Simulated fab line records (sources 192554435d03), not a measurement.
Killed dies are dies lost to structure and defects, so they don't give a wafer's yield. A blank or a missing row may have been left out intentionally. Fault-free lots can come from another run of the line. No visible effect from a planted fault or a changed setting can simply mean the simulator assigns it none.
fab line records + flow n5_finfet + part 1 of 2: steps 1 to 4 of 6
record:
- lots: 22
- wafers: 66
- last_day: 17
route steps=1938 shown BEOL_M0_SAQP@691 BEOL_M0@731 BEOL_M1@773
lots that met no fault: from a run of the same line without faults
start_h: hours from the record's first day to the start of the lot's first wafer shown + wait_h: time in hours since the lot's previous step + " unchanged from the row above + L1.1+2: several wafers, shown together as one row + - no value, or no start given + * or withheld: withheld + < > ~ a bound
route shown NAME@n: a module of which the file shows steps, and the number in the route of the first + usual: average and standard deviation across the fault-free wafers + same: alike in all rows + chamber/n: place in a boat + sites: each site's reading + _std_site: how widely they spread, as a standard deviation + _edge_site: inner sites' mean taken away from outer sites' mean + radius_mm: for every site, how far away it sits from the centre of the wafer + mask NAME#n: copy n + behind: tool/chamber where the wafer was last shaped + hold: why the lot was held/for how many hours/how that ended + device: the transistor (n, p or np) that didn't switch + end of line: tests of these same wafers at the route's end + for a step that has no rows: nothing shown but its recipe + killed: count of dies lost to structure and defects at first sort (not the wafer's yield) + map: dies across one wafer; x = killed, . = not, _ = none there
set.NAME: setting as actually run; set.NAME@STEP: the setting as run at that earlier step + model.NAME: the simulator's own value behind a step, which no gauge read
the route's steps for a sample of lots (tables are steps, rows are wafers)
services: a tool's chamber out of use, with start hour (start_h, from the record's first day; less than 0 if before it), hours out, and reason
== steps ==
step: N5_BEOL_M0_SAQP_INSPECT_42
recipe:
- mode: adi
- inspect_instrument: brightfield
usual:
- raw_defect_count: 296/77
| lot.wafer | tool              | chamber | start_h | wait_h | raw_defect_count |
|-----------|-------------------|---------|---------|--------|------------------|
| L076.1    | defect_inspect-02 | -       | 129.36  | 0.1    | 260              |
| L076.3    | "                 | -       | "       | "      | 201              |
| L076.4    | "                 | -       | "       | "      | 246              |
| L077.2    | defect_inspect-02 | -       | 131.34  | 0.0    | 177              |
| L077.4    | "                 | -       | "       | "      | 218              |
| L077.5    | "                 | -       | "       | "      | 239              |
| L078.1    | defect_inspect-02 | -       | 141.68  | 0.1    | 310              |
| L078.2    | "                 | -       | "       | "      | 364              |
| L078.4    | "                 | -       | "       | "      | 189              |
| L079.2    | defect_inspect-02 | -       | 145.75  | 0.0    | 203              |
| L079.3    | "                 | -       | "       | "      | 227              |
| L079.5    | "                 | -       | "       | "      | 230              |
| L080.1    | defect_inspect-02 | -       | 152.87  | 0.1    | 230              |
| L080.5    | "                 | -       | "       | "      | 158              |
| L080.6    | "                 | -       | "       | "      | 267              |
| L081.2    | defect_inspect-01 | -       | 156.19  | 0.0    | 297              |
| L081.3    | "                 | -       | "       | "      | 330              |
| L081.5    | "                 | -       | "       | "      | 245              |
| L082.1    | defect_inspect-02 | -       | 167.86  | 0.1    | 210              |
| L082.4    | "                 | -       | "       | "      | 227              |
| L082.6    | "                 | -       | "       | "      | 276              |
| L083.1    | defect_inspect-01 | -       | 171.80  | 0.1    | 319              |
| L083.2    | "                 | -       | "       | "      | 296              |
| L083.5    | "                 | -       | "       | "      | 368              |
| L084.1    | defect_inspect-02 | -       | 180.41  | 0.1    | 259              |
| L084.2    | "                 | -       | "       | "      | 236              |
| L084.4    | "                 | -       | "       | "      | 248              |
| L085.2    | defect_inspect-01 | -       | 185.60  | 0.0    | 261              |
| L085.5    | "                 | -       | "       | "      | 384              |
| L085.6    | "                 | -       | "       | "      | 259              |
| L086.1    | defect_inspect-02 | -       | 189.93  | 0.1    | 180              |
| L086.3    | "                 | -       | "       | "      | 201              |
| L086.4    | "                 | -       | "       | "      | 263              |
| L087.3    | defect_inspect-01 | -       | 192.54  | 0.0    | 313              |
| L087.4    | "                 | -       | "       | "      | 378              |
| L087.6    | "                 | -       | "       | "      | 337              |
| L088.3    | defect_inspect-01 | -       | 197.25  | 0.0    | 344              |
| L088.5    | "                 | -       | "       | "      | 468              |
| L088.6    | "                 | -       | "       | "      | 467              |
| L089.4    | defect_inspect-01 | -       | 206.86  | 0.0    | 417              |
| L089.5    | "                 | -       | "       | "      | 284              |
| L089.6    | "                 | -       | "       | "      | 286              |
| L090.3    | defect_inspect-02 | -       | 209.44  | 0.0    | 378              |
| L090.5    | "                 | -       | "       | "      | 331              |
| L090.6    | "                 | -       | "       | "      | 332              |
| L091.1    | defect_inspect-01 | -       | 216.34  | 0.1    | 307              |
| L091.4    | "                 | -       | "       | "      | 267              |
| L091.5    | "                 | -       | "       | "      | 300              |
| L092.1    | defect_inspect-01 | -       | 222.17  | 0.1    | 507              |
| L092.3    | "                 | -       | "       | "      | 431              |
| L092.6    | "                 | -       | "       | "      | 341              |
| L093.2    | defect_inspect-01 | -       | 230.21  | 0.1    | 268              |
| L093.4    | "                 | -       | "       | "      | 255              |
| L093.6    | "                 | -       | "       | "      | 221              |
| L094.1    | defect_inspect-02 | -       | 231.13  | 0.1    | 355              |
| L094.2    | "                 | -       | "       | "      | 300              |
| L094.6    | "                 | -       | "       | "      | 212              |
| L095.1    | defect_inspect-01 | -       | 236.45  | 0.1    | 346              |
| L095.5    | "                 | -       | "       | "      | 508              |
| L095.6    | "                 | -       | "       | "      | 495              |
| L096.1    | defect_inspect-01 | -       | 243.45  | 0.1    | 252              |
| L096.2    | "                 | -       | "       | "      | 248              |
| L096.6    | "                 | -       | "       | "      | 207              |
| L097.1    | defect_inspect-02 | -       | 247.18  | 0.1    | 292              |
| L097.3    | "                 | -       | "       | "      | 312              |
| L097.5    | "                 | -       | "       | "      | 324              |
step: N5_BEOL_M0_SAQP_ETCH_73
recipe:
- chemistry: CF4
- target: SiARC
- target_depth_a: 195
- mask_material: CAR-EUV
- time_s: 32.5
- ion_energy_ev: 80
- pressure_mtorr: 40
- source_w: 545
- bias_w: 36
- Ar_flow_sccm: 100
- cf4_flow_sccm: 100
- ends: cleared
usual:
- drypump_motor_current_A: 5.5/0.47
- etch_rf_on_time_s: 32.3/0.87
- oes_product_au: 0.67/0.095
- rf_vpp_V: 184.0/1.2
- showerhead_plenum_p_Torr: 2.13/0.072
- throttle_valve_pct: 15.49/0.28
| lot.wafer | tool        | chamber | start_h | wait_h | drypump_motor_current_A | etch_rf_on_time_s | oes_product_au | rf_hours_counter_h | rf_vpp_V | showerhead_plenum_p_Torr | throttle_valve_pct |
|-----------|-------------|---------|---------|--------|-------------------------|-------------------|----------------|--------------------|----------|--------------------------|--------------------|
| L076.1    | rie_diel-03 | 1       | 129.44  | 0.0    | 4.9                     | 31.8              | 0.77           | 26                 | 185.9    | 2.26                     | 15.70              |
| L076.3    | "           | 3       | "       | "      | 5.5                     | 32.2              | 0.60           | 240                | 183.0    | 2.11                     | 15.96              |
| L076.4    | "           | 2       | "       | "      | 6.6                     | 32.6              | 0.67           | 138                | 184.8    | 2.21                     | 15.47              |
| L077.2    | rie_diel-05 | 2       | 131.47  | 0.0    | 5.7                     | 32.4              | 0.58           | 222                | 183.2    | 2.21                     | 15.44              |
| L077.4    | "           | 0       | "       | "      | 5.5                     | 32.2              | 0.79           | 27                 | 185.5    | 2.18                     | 15.03              |
| L077.5    | "           | 2       | "       | "      | 5.7                     | 32.5              | 0.57           | -                  | 183.6    | 2.21                     | 15.44              |
| L078.1    | rie_diel-05 | 1       | 142.11  | 0.0    | 5.8                     | 34.5              | 0.58           | 226                | 183.1    | 2.03                     | 15.54              |
| L078.2    | "           | 0       | "       | "      | 5.5                     | 32.5              | 0.78           | 31                 | 184.8    | 2.18                     | 15.03              |
| L078.4    | "           | 3       | "       | "      | 5.0                     | 32.1              | 0.60           | 238                | 184.1    | 2.10                     | 15.37              |
| L079.2    | rie_diel-04 | 0       | 145.84  | 0.0    | 5.1                     | 32.1              | 0.62           | 198                | 184.1    | 2.04                     | 15.52              |
| L079.3    | "           | 3       | "       | "      | 6.0                     | 31.9              | 0.68           | 116                | 182.3    | 2.07                     | 15.64              |
| L079.5    | "           | 1       | "       | "      | 5.0                     | 32.2              | 0.63           | -                  | 184.1    | 2.06                     | 15.58              |
| L080.1    | rie_diel-03 | 0       | 153.41  | 0.0    | 5.6                     | 32.1              | 0.60           | 234                | 183.9    | 2.11                     | 15.83              |
| L080.5    | "           | 0       | "       | "      | 5.6                     | 32.0              | 0.60           | -                  | 184.3    | 2.11                     | 15.82              |
| L080.6    | "           | 3       | "       | "      | 5.4                     | 31.8              | 0.60           | -                  | 182.8    | 2.11                     | 15.97              |
| L081.2    | rie_diel-05 | 2       | 156.27  | 0.0    | 5.7                     | 32.3              | 0.57           | 229                | 184.9    | 2.21                     | 15.46              |
| L081.3    | "           | 0       | "       | "      | 5.5                     | 32.2              | 0.77           | 36                 | 184.3    | 2.18                     | 15.05              |
| L081.5    | "           | 0       | "       | "      | 5.5                     | 32.4              | 0.77           | -                  | 184.6    | 2.18                     | 15.05              |
| L082.1    | rie_diel-05 | 1       | 167.99  | 0.0    | 5.8                     | 34.1              | 0.59           | 234                | 182.4    | 2.02                     | 15.56              |
| L082.4    | "           | 0       | "       | "      | 5.5                     | 31.9              | 0.78           | 39                 | 187.0    | 2.17                     | 15.06              |
| L082.6    | "           | 3       | "       | "      | 5.0                     | 31.6              | 0.59           | -                  | 184.2    | 2.10                     | 15.37              |
| L083.1    | rie_diel-05 | 0       | 171.88  | 0.0    | 5.5                     | 32.2              | 0.76           | 40                 | 185.5    | 2.17                     | 15.07              |
| L083.2    | "           | 2       | "       | "      | 5.7                     | 32.3              | 0.57           | 234                | 185.1    | 2.21                     | 15.47              |
| L083.5    | "           | 3       | "       | "      | 5.0                     | 31.7              | 0.59           | -                  | 183.1    | 2.10                     | 15.39              |
| L084.1    | rie_diel-03 | 1       | 181.05  | 0.0    | 4.9                     | 32.0              | 0.74           | 46                 | 186.1    | 2.25                     | 15.71              |
| L084.2    | "           | 0       | "       | "      | 5.7                     | 32.1              | 0.59           | 246                | 184.0    | 2.11                     | 15.86              |
| L084.4    | "           | 3       | "       | "      | 5.4                     | 31.0              | 0.87           | 0                  | 183.6    | 2.11                     | 15.45              |
| L085.2    | rie_diel-05 | 1       | 185.69  | 0.0    | 5.8                     | 34.6              | 0.58           | 241                | 183.1    | 2.02                     | 15.57              |
| L085.5    | "           | 0       | "       | "      | 5.5                     | 32.0              | 0.76           | -                  | 185.1    | 2.17                     | 15.06              |
| L085.6    | "           | 2       | "       | "      | 5.7                     | 32.8              | 0.57           | -                  | 186.3    | 2.20                     | 15.48              |
| L086.1    | rie_diel-05 | 0       | 190.01  | 0.0    | 5.5                     | 31.9              | 0.76           | 47                 | 185.4    | 2.17                     | 15.07              |
| L086.3    | "           | 1       | "       | "      | 5.8                     | 34.5              | 0.57           | 242                | 182.2    | 2.02                     | 15.59              |
| L086.4    | "           | 0       | "       | "      | 5.5                     | 32.1              | 0.76           | -                  | 184.0    | 2.17                     | 15.09              |
| L087.3    | rie_diel-04 | 3       | 192.72  | 0.0    | 6.1                     | 32.0              | 0.66           | 131                | 184.6    | 2.07                     | 15.63              |
| L087.4    | "           | 1       | "       | "      | 5.0                     | 32.7              | 0.61           | 170                | 181.7    | 2.05                     | 15.61              |
| L087.6    | "           | 2       | "       | "      | 6.2                     | 31.5              | 0.61           | -                  | 182.6    | 2.11                     | 15.92              |
| L088.3    | rie_diel-04 | 0       | 197.34  | 0.0    | 5.1                     | 32.3              | 0.60           | 215                | 182.8    | 2.03                     | 15.57              |
| L088.5    | "           | 0       | "       | "      | 5.1                     | 32.4              | 0.60           | -                  | 183.2    | 2.03                     | 15.55              |
| L088.6    | "           | 1       | "       | "      | 5.0                     | 32.9              | 0.61           | -                  | 182.9    | 2.05                     | 15.62              |
| L089.4    | rie_diel-05 | 0       | 206.94  | 0.0    | 5.5                     | 32.1              | 0.75           | 54                 | 182.7    | 2.17                     | 15.10              |
| L089.5    | "           | 2       | "       | "      | 5.7                     | 33.1              | 0.56           | -                  | 183.7    | 2.20                     | 15.49              |
| L089.6    | "           | 3       | "       | "      | 5.0                     | 31.0              | 0.87           | -                  | 183.7    | 2.10                     | 14.89              |
| L090.3    | rie_diel-04 | 2       | 209.52  | 0.0    | 6.3                     | 31.4              | 0.61           | 227                | 183.6    | 2.11                     | 15.92              |
| L090.5    | "           | 0       | "       | "      | 5.1                     | 32.5              | 0.60           | -                  | 182.5    | 2.03                     | 15.56              |
| L090.6    | "           | 3       | "       | "      | 6.1                     | 32.5              | 0.66           | -                  | 182.6    | 2.06                     | 15.66              |
| L091.1    | rie_diel-05 | 0       | 216.42  | 0.0    | 5.5                     | 32.6              | 0.74           | 57                 | 184.3    | 2.17                     | 15.08              |
| L091.4    | "           | 0       | "       | "      | 5.5                     | 32.8              | 0.74           | -                  | 183.7    | 2.17                     | 15.09              |
| L091.5    | "           | 2       | "       | "      | 5.7                     | 32.9              | 0.56           | -                  | 184.2    | 2.20                     | 15.51              |
| L092.1    | rie_diel-03 | 3       | 222.26  | 0.0    | 5.4                     | 30.9              | 0.81           | 15                 | 182.9    | 2.11                     | 15.48              |
| L092.3    | "           | 0       | "       | "      | 5.6                     | 31.1              | 0.85           | 1                  | 183.9    | 2.11                     | 15.37              |
| L092.6    | "           | 1       | "       | "      | 4.9                     | 32.1              | 0.72           | -                  | 183.9    | 2.25                     | 15.76              |
| L093.2    | rie_diel-03 | 0       | 230.29  | 0.0    | 5.6                     | 31.2              | 0.84           | 3                  | 184.0    | 2.10                     | 15.37              |
| L093.4    | "           | 2       | "       | "      | 6.6                     | 32.3              | 0.64           | 174                | 185.4    | 2.20                     | 15.54              |
| L093.6    | "           | 1       | "       | "      | 4.9                     | 32.4              | 0.71           | -                  | 184.3    | 2.25                     | 15.76              |
| L094.1    | rie_diel-05 | 0       | 231.22  | 0.0    | 5.5                     | 32.5              | 0.73           | 63                 | 185.5    | 2.17                     | 15.11              |
| L094.2    | "           | 3       | "       | "      | 5.0                     | 30.9              | 0.84           | 9                  | 182.4    | 2.09                     | 14.91              |
| L094.6    | "           | 2       | "       | "      | 5.7                     | 32.8              | 0.56           | -                  | 184.4    | 2.20                     | 15.51              |
| L095.1    | rie_diel-04 | 2       | 236.54  | 0.0    | 6.3                     | 31.3              | 0.60           | 236                | 184.1    | 2.11                     | 15.92              |
| L095.5    | "           | 2       | "       | "      | 6.3                     | 31.5              | 0.60           | -                  | 181.8    | 2.11                     | 15.95              |
| L095.6    | "           | 1       | "       | "      | 5.0                     | 33.0              | 0.61           | -                  | 183.3    | 2.05                     | 15.65              |
| L096.1    | rie_diel-05 | 0       | 243.54  | 0.0    | 5.5                     | 32.0              | 0.73           | 67                 | 183.9    | 2.17                     | 15.10              |
| L096.2    | "           | 1       | "       | "      | 5.8                     | 33.5              | 0.84           | 0                  | 184.9    | 2.27                     | 15.08              |
| L096.6    | "           | 3       | "       | "      | 5.0                     | 31.1              | 0.82           | -                  | 183.9    | 2.09                     | 14.89              |
| L097.1    | rie_diel-03 | 0       | 247.27  | 0.0    | 5.6                     | 31.2              | 0.82           | 9                  | 182.4    | 2.10                     | 15.39              |
| L097.3    | "           | 1       | "       | "      | 4.9                     | 32.2              | 0.71           | 69                 | 185.0    | 2.25                     | 15.77              |
| L097.5    | "           | 0       | "       | "      | 5.6                     | 31.5              | 0.81           | -                  | 184.0    | 2.10                     | 15.38              |
step: N5_BEOL_M0_ALD_136
recipe:
- material: TaN
- target_thk_a: *
- temp_c: 275
- ald_precursor_family: PDMAT
- ald_co_reactant: NH3
- pressure_torr: 3
- carrier_flow_sccm: 1500
- pulse_time_s: 2
- purge_time_s: 3
- co_reactant_purge_time_s: 2
- co_reactant_pulse_time_s: 3
- ald_cycles: 30
- precursor_vessel_temp_c: 75
- precursor_vessel_pressure_torr: 26.25
- precursor_vessel_carrier_sccm: 1000
usual:
- heater_power_w: 429/33
| lot.wafer | tool         | chamber | start_h | wait_h | heater_power_w |
|-----------|--------------|---------|---------|--------|----------------|
| L076.1    | ald_metal-02 | 0       | 135.38  | 0.1    | 426            |
| L076.3    | "            | 2       | "       | "      | 442            |
| L076.4    | "            | 3       | "       | "      | 440            |
| L077.2    | ald_metal-03 | 1       | 137.44  | 0.1    | 384            |
| L077.4    | "            | 3       | "       | "      | 487            |
| L077.5    | "            | 1       | "       | "      | 389            |
| L078.1    | ald_metal-03 | 3       | 145.78  | 0.0    | 486            |
| L078.2    | "            | 0       | "       | "      | 379            |
| L078.4    | "            | 2       | "       | "      | 476            |
| L079.2    | ald_metal-02 | 0       | 149.04  | 0.1    | 431            |
| L079.3    | "            | 2       | "       | "      | 450            |
| L079.5    | "            | 2       | "       | "      | 435            |
| L080.1    | ald_metal-02 | 2       | 157.50  | 0.0    | 443            |
| L080.5    | "            | 0       | "       | "      | 436            |
| L080.6    | "            | 1       | "       | "      | 442            |
| L081.2    | ald_metal-01 | 1       | 162.82  | 0.0    | 390            |
| L081.3    | "            | 2       | "       | "      | 457            |
| L081.5    | "            | 2       | "       | "      | 453            |
| L082.1    | ald_metal-03 | 2       | 173.97  | 0.0    | 472            |
| L082.4    | "            | 3       | "       | "      | 491            |
| L082.6    | "            | 2       | "       | "      | 476            |
| L083.1    | ald_metal-02 | 0       | 175.16  | 0.0    | 437            |
| L083.2    | "            | 3       | "       | "      | 420            |
| L083.5    | "            | 0       | "       | "      | 432            |
| L084.1    | ald_metal-01 | 0       | 185.29  | 0.1    | 398            |
| L084.2    | "            | 1       | "       | "      | 392            |
| L084.4    | "            | 3       | "       | "      | 430            |
| L085.2    | ald_metal-01 | 2       | 189.52  | 0.0    | 464            |
| L085.5    | "            | 3       | "       | "      | 426            |
| L085.6    | "            | 0       | "       | "      | 395            |
| L086.1    | ald_metal-02 | 1       | 193.76  | 0.0    | 449            |
| L086.3    | "            | 3       | "       | "      | 425            |
| L086.4    | "            | 0       | "       | "      | 437            |
| L087.3    | ald_metal-03 | 1       | 196.61  | 0.0    | 386            |
| L087.4    | "            | 0       | "       | "      | 381            |
| L087.6    | "            | 2       | "       | "      | 457            |
| L088.3    | ald_metal-03 | 1       | 205.33  | 0.2    | 375            |
| L088.5    | "            | 0       | "       | "      | 391            |
| L088.6    | "            | 1       | "       | "      | 389            |
| L089.4    | ald_metal-01 | 2       | 212.26  | 0.0    | 468            |
| L089.5    | "            | 1       | "       | "      | 385            |
| L089.6    | "            | 0       | "       | "      | 393            |
| L090.3    | ald_metal-03 | 3       | 213.30  | 0.0    | 493            |
| L090.5    | "            | 0       | "       | "      | 388            |
| L090.6    | "            | 3       | "       | "      | 480            |
| L091.1    | ald_metal-02 | 2       | 220.54  | 0.0    | 447            |
| L091.4    | "            | 1       | "       | "      | 445            |
| L091.5    | "            | 0       | "       | "      | 431            |
| L092.1    | ald_metal-01 | 0       | 225.96  | 0.0    | 402            |
| L092.3    | "            | 2       | "       | "      | 450            |
| L092.6    | "            | 2       | "       | "      | 458            |
| L093.2    | ald_metal-02 | 3       | 233.36  | 0.1    | 423            |
| L093.4    | "            | 1       | "       | "      | 453            |
| L093.6    | "            | 1       | "       | "      | 445            |
| L094.1    | ald_metal-01 | 1       | 238.26  | 0.1    | 387            |
| L094.2    | "            | 3       | "       | "      | 424            |
| L094.6    | "            | 2       | "       | "      | 466            |
| L095.1    | ald_metal-02 | 1       | 241.47  | 0.0    | 439            |
| L095.5    | "            | 2       | "       | "      | 450            |
| L095.6    | "            | 1       | "       | "      | 451            |
| L096.1    | ald_metal-01 | 1       | 249.10  | 0.3    | 388            |
| L096.2    | "            | 0       | "       | "      | 404            |
| L096.6    | "            | 3       | "       | "      | 426            |
| L097.1    | ald_metal-03 | 2       | 251.80  | 0.1    | 453            |
| L097.3    | "            | 3       | "       | "      | 498            |
| L097.5    | "            | 0       | "       | "      | 384            |
step: N5_BEOL_M0_CMP_120
recipe:
- stop_on: SiOC
- t_overpolish_s: 6.9
- down_force_psi: 1
- platen_rpm: 50
- clearing_platen_down_force_psi: 1.5
- clearing_platen_rpm: 50
- post_cmp_clean: cu_alkaline
- clearing_platen_pad_velocity_m_s: 0.99484
- pad_velocity_m_s: 0.99484
usual:
- barrier_field_endpoint_s: 3.72/0.13
- motor_current_A: 5.8/0.49
- overpolish_run_s: 6.901/0.0085
- slurry_filter_dp_kPa: 13.52/0.13
- slurry_flow_ml_min: 150.1/0.54
- time_to_endpoint_s: 63/3.9
| lot.wafer | tool   | chamber | start_h | wait_h | barrier_field_endpoint_s | motor_current_A | overpolish_run_s | slurry_filter_dp_kPa | slurry_flow_ml_min | time_to_endpoint_s |
|-----------|--------|---------|---------|--------|--------------------------|-----------------|------------------|----------------------|--------------------|--------------------|
| L076.3    | cmp-04 | 3       | 136.71  | 0.2    | 3.60                     | 4.9             | 6.906            | 13.44                | 150.8              | 63                 |
| L076.4    | "      | 0       | "       | "      | 3.61                     | 5.8             | 6.890            | 13.46                | 150.2              | 59                 |
| L076.1    | "      | 2       | "       | "      | 3.69                     | 6.0             | 6.903            | 13.58                | 150.3              | 64                 |
| L077.4    | cmp-02 | 1       | 138.92  | 0.2    | 4.06                     | 5.6             | 6.887            | 13.51                | 149.5              | 59                 |
| L077.2    | "      | 3       | "       | "      | 3.83                     | 5.4             | 6.907            | 13.67                | 150.6              | 56                 |
| L077.5    | "      | 0       | "       | "      | 3.86                     | 5.8             | 6.911            | 13.53                | 149.2              | 63                 |
| L078.2    | cmp-03 | 0       | 148.75  | 0.2    | 3.69                     | 6.1             | 6.895            | 13.65                | 149.9              | 67                 |
| L078.1    | "      | 1       | "       | "      | 3.50                     | 5.2             | 6.896            | 13.43                | 150.1              | 65                 |
| L078.4    | "      | 2       | "       | "      | 3.54                     | 6.3             | 6.897            | 13.40                | 149.9              | 67                 |
| L079.3    | cmp-03 | 2       | 150.89  | 0.2    | 3.70                     | 6.2             | 6.888            | 13.57                | 150.4              | 69                 |
| L079.2    | "      | 1       | "       | "      | 3.72                     | 5.7             | 6.894            | 13.40                | 150.5              | 65                 |
| L079.5    | "      | 3       | "       | "      | 3.63                     | 5.6             | 6.895            | 13.73                | 150.2              | 67                 |
| L080.1    | cmp-04 | 1       | 159.54  | 0.3    | 3.83                     | 6.1             | 6.903            | 13.52                | 149.3              | 68                 |
| L080.6    | "      | 1       | "       | "      | 3.74                     | 6.2             | 6.908            | 13.42                | 149.9              | 70                 |
| L080.5    | "      | 2       | "       | "      | 3.76                     | 5.8             | 6.892            | 13.58                | 149.8              | 66                 |
| L081.2    | cmp-02 | 1       | 164.25  | 0.2    | 3.63                     | 5.6             | 6.896            | 13.63                | 149.9              | 59                 |
| L081.3    | "      | 2       | "       | "      | 3.55                     | 6.5             | 6.901            | 13.50                | 151.4              | 61                 |
| L081.5    | "      | 1       | "       | "      | 3.54                     | 5.4             | 6.919            | 13.32                | 149.8              | 60                 |
| L082.1    | cmp-02 | 3       | 175.27  | 0.3    | 3.70                     | 5.3             | 6.910            | 13.49                | 150.0              | 64                 |
| L082.4    | "      | 0       | "       | "      | 3.90                     | 6.1             | 6.898            | 13.41                | 150.5              | 66                 |
| L082.6    | "      | 3       | "       | "      | 3.73                     | 5.5             | 6.890            | 13.78                | 150.0              | 59                 |
| L083.1    | cmp-02 | 0       | 177.21  | 0.3    | 3.72                     | 6.1             | 6.907            | 13.48                | 150.2              | 61                 |
| L083.2    | "      | 3       | "       | "      | 3.53                     | 5.4             | 6.906            | 13.54                | 149.4              | 56                 |
| L083.5    | "      | 0       | "       | "      | 3.73                     | 6.0             | 6.905            | 13.72                | 150.2              | 63                 |
| L084.2    | cmp-04 | 2       | 186.65  | 0.2    | 3.82                     | 6.0             | 6.902            | 13.56                | 149.6              | 65                 |
| L084.4    | "      | 3       | "       | "      | 3.85                     | 5.5             | 6.915            | 13.47                | 150.6              | 64                 |
| L084.1    | "      | 0       | "       | "      | 3.54                     | 5.9             | 6.900            | 13.38                | 150.0              | 56                 |
| L085.2    | cmp-02 | 3       | 192.47  | 0.4    | 3.63                     | 5.1             | 6.909            | 13.55                | 150.4              | 61                 |
| L085.5    | "      | 1       | "       | "      | 3.58                     | 5.5             | 6.894            | 13.31                | 150.6              | 55                 |
| L085.6    | "      | 2       | "       | "      | 3.58                     | 6.8             | 6.917            | 13.61                | 150.1              | 57                 |
| L086.3    | cmp-03 | 0       | 195.01  | 0.2    | 3.74                     | 6.0             | 6.900            | 13.67                | 149.5              | 66                 |
| L086.4    | "      | 1       | "       | "      | 3.80                     | 5.3             | 6.904            | 13.40                | 149.8              | 68                 |
| L086.1    | "      | 2       | "       | "      | 3.91                     | 6.2             | 6.908            | 14.03                | 149.7              | 70                 |
| L087.3    | cmp-03 | 2       | 198.69  | 0.2    | 3.89                     | 6.4             | 6.897            | 13.49                | 150.8              | 66                 |
| L087.4    | "      | 1       | "       | "      | 3.77                     | 5.2             | 6.910            | 13.69                | 151.0              | 65                 |
| L087.6    | "      | 2       | "       | "      | 3.85                     | 6.3             | 6.916            | 13.48                | 149.8              | 66                 |
| L088.3    | cmp-02 | 0       | 206.82  | 0.2    | 3.70                     | 5.8             | 6.904            | 13.50                | 149.0              | 66                 |
| L088.5    | "      | 3       | "       | "      | 3.70                     | 4.9             | 6.896            | 13.45                | 150.0              | 62                 |
| L088.6    | "      | 0       | "       | "      | 3.66                     | 5.8             | 6.902            | 13.37                | 149.0              | 64                 |
| L089.4    | cmp-04 | 1       | 213.78  | 0.2    | 3.67                     | 6.1             | 6.893            | 13.53                | 150.2              | 61                 |
| L089.6    | "      | 2       | "       | "      | 3.79                     | 6.1             | 6.893            | 13.52                | 150.6              | 64                 |
| L089.5    | "      | 3       | "       | "      | 3.54                     | 5.4             | 6.907            | 13.72                | 150.1              | 66                 |
| L090.3    | cmp-03 | 3       | 214.69  | 0.2    | 3.84                     | 5.7             | 6.927            | 13.47                | 150.8              | 69                 |
| L090.6    | "      | 2       | "       | "      | 4.04                     | 6.1             | 6.897            | 13.27                | 150.5              | 67                 |
| L090.5    | "      | 3       | "       | "      | 4.09                     | 5.4             | 6.899            | 13.44                | 150.7              | 71                 |
| L091.4    | cmp-04 | 2       | 222.49  | 0.2    | 3.59                     | 6.2             | 6.903            | 13.86                | 150.4              | 58                 |
| L091.1    | "      | 3       | "       | "      | 3.57                     | 5.2             | 6.890            | 13.60                | 149.9              | 62                 |
| L091.5    | "      | 2       | "       | "      | 3.59                     | 6.1             | 6.881            | 13.58                | 150.2              | 57                 |
| L092.1    | cmp-03 | 3       | 227.41  | 0.3    | 3.79                     | 5.2             | 6.903            | 13.36                | 150.1              | 68                 |
| L092.3    | "      | 0       | "       | "      | 3.74                     | 6.1             | 6.897            | 13.63                | 149.5              | 63                 |
| L092.6    | "      | 0       | "       | "      | 3.68                     | 6.1             | 6.895            | 13.41                | 149.0              | 64                 |
| L093.2    | cmp-02 | 3       | 234.72  | 0.3    | 3.55                     | 5.1             | 6.912            | 13.39                | 150.4              | 59                 |
| L093.4    | "      | 0       | "       | "      | 3.55                     | 5.5             | 6.915            | 13.59                | 150.2              | 64                 |
| L093.6    | "      | 1       | "       | "      | 3.60                     | 5.1             | 6.887            | 13.55                | 148.6              | 58                 |
| L094.2    | cmp-03 | 1       | 239.55  | 0.2    | 3.62                     | 5.2             | 6.889            | 13.52                | 150.8              | 63                 |
| L094.1    | "      | 0       | "       | "      | 3.77                     | 6.1             | 6.910            | 13.59                | 149.5              | 59                 |
| L094.6    | "      | 2       | "       | "      | 3.67                     | 6.0             | 6.896            | 13.49                | 151.2              | 61                 |
| L095.1    | cmp-03 | 1       | 243.03  | 0.4    | 3.67                     | 5.2             | 6.885            | 13.62                | 150.4              | 61                 |
| L095.6    | "      | 2       | "       | "      | 3.90                     | 6.4             | 6.894            | 13.71                | 150.3              | 60                 |
| L095.5    | "      | 3       | "       | "      | 3.92                     | 5.4             | 6.903            | 13.50                | 149.6              | 63                 |
| L096.1    | cmp-02 | 2       | 251.54  | 0.3    | 3.70                     | 6.5             | 6.907            | 13.26                | 149.9              | 55                 |
| L096.2    | "      | 1       | "       | "      | 3.55                     | 5.8             | 6.903            | 13.50                | 150.1              | 57                 |
| L096.6    | "      | 3       | "       | "      | 3.61                     | 5.5             | 6.897            | 13.48                | 150.5              | 58                 |
| L097.1    | cmp-03 | 2       | 254.80  | 0.3    | 3.78                     | 6.5             | 6.898            | 13.66                | 150.3              | 61                 |
| L097.3    | "      | 0       | "       | "      | 3.77                     | 6.2             | 6.908            | 13.57                | 150.0              | 61                 |
| L097.5    | "      | 1       | "       | "      | 3.73                     | 5.2             | 6.894            | 13.43                | 149.5              | 63                 |
